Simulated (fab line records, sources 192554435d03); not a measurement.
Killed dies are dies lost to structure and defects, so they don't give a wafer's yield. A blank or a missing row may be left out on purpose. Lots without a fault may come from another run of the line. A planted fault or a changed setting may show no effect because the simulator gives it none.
A struck lot beside a sound one | flow n5_finfet | 25 steps out of a route of 1938
Sound: wafers L961.2, L961.3, L961.5. Struck: wafers L966.2, L966.3, L966.5. The cause comes at the end.
At each step with rows: each side's tool, then ch and its chambers, then its first start. Under that, the readings that differ: sound wafers | struck wafers | difference of the means | sigmas: that difference in standard deviations of wafers without a fault.
alike: readings whose means differ by less than 2 such deviations, and words and numbers that are the same on both sides. not compared: withheld readings, readings that some wafer has no value for, bounds like >300 that may hide the same value, and numbers for which the record gives no deviation and whose values overlap.
The two part at a step that has a row with sigmas, a row that says differs or no value, or rows on one side only. Numbers that don't overlap but have no deviation are shown without sigmas and don't part them. A reading that every wafer of one side lacks parts them only if that side has two wafers or more.

first, 11 steps without rows for these wafers: N5_BEOL_M4_ETCH_74 (etches underlayer in N2/H2, target depth 6.5 nm, time 5.2 s); N5_BEOL_M4_ETCH_63 (etches SiARC in CF4, target depth 15.6 nm, time 26 s); N5_BEOL_M4_ETCH_64 (etches SOC in N2/H2, target depth 75 nm, overetch 22.5 nm, time 121.9 s); N5_BEOL_M4_STRIP_65 (strips in N2/H2); N5_BEOL_M4_STRIP_75 (strips in N2/H2); N5_BEOL_M4_STRIP_66 (strips in CF4); N5_BEOL_M4_HM_OPEN_17 (chemistry Cl2/BCl3, target TiN, target depth 20 nm, overetch 6 nm); N5_BEOL_M4_STRIP_19 (strips in O2); N5_BEOL_M4_COAT_67 (time 60 s, resist thk 60 nm); N5_BEOL_M4_COAT_68 (time 60 s, resist thk 12 nm); N5_BEOL_M4_COAT_76 (time 60 s, resist thk 5 nm).
N5_BEOL_M4_COAT_22: resist thk 30 nm.
  sound on litho_track-04 ch 0, day 9 13:51; struck on litho_track-04 ch 0, day 10 14:33
  reading                                      | sound                | struck               | difference | sigmas
  spin_speed_rpm (rpm)                         | 1499.4 1501.1 1501.1 | 1451.6 1451.4 1450.8 | -49.3      | -61
  model.CAR-EUV_of_BEOL_M4_COAT_22.thk_nm (nm) | 30 30.2 30.2         | 30.4 30.6 30.6       | +0.4       |
then, 9 steps without rows for these wafers: N5_BEOL_M4_EBR_24; N5_BEOL_M4_SOFTBAKE_23 (time 60 s); N5_BEOL_M4_EXPOSE_25 (exposes mask V3, defocus 5 nm); N5_BEOL_M4_PEB_26 (peb time 60 s); N5_BEOL_M4_DEVELOP_27 (develop time 30 s); N5_BEOL_M4_DESCUM_33 (chemistry O2, time 7 s); N5_BEOL_M4_ETCH_77 (etches underlayer in N2/H2, target depth 6.5 nm, time 5.2 s); N5_BEOL_M4_ETCH_69 (etches SiARC in CF4, target depth 15.6 nm, time 26 s); N5_BEOL_M4_ALD_98 (deposits SiO2, target thk 2.5 nm, pulse time 1 s, co reactant pulse time 1 s).
N5_BEOL_M4_ETCHBACK_99: etches SiO2 in CHF3, target depth 5 nm, time 10.4 s.
  sound on rie_diel-05 ch 2,3, day 9 19:08; struck on rie_diel-02 ch 0,1,2, day 10 23:50
  alike: drypump_motor_current_A, oes_product_au, rf_vpp_V, showerhead_plenum_p_Torr, throttle_valve_pct
  not compared: rf_hours_counter_h, model.CAR-EUV_of_BEOL_M4_COAT_22.thk_nm
then, 1 step without rows for these wafers: N5_BEOL_M4_ETCH_70 (etches SOC in N2/H2, target depth 80 nm, overetch 24 nm, time 130 s).
N5_BEOL_M4_RC_MEAS_101:
  sound on prober-02 ch 0, day 9 23:25; struck on prober-02 ch 0, day 11 04:28
  alike: DIBL_N, DIBL_P, IOFF_N, IOFF_P, ION_N, ION_P, SS_N, SS_P, VT_N, VT_P
then, 1 step without rows for these wafers: N5_PASSIVATION_PROBE_49.

WHERE THEY PART
Only at N5_BEOL_M4_COAT_22, within this record. Later steps at which nothing parts them and some readings are alike: N5_BEOL_M4_ETCHBACK_99, N5_BEOL_M4_RC_MEAS_101.

WHY: what the simulator had put in
Process parameter drift: litho_track-04, from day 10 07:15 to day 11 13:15, at N5_BEOL_M4_COAT_22. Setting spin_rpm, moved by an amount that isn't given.
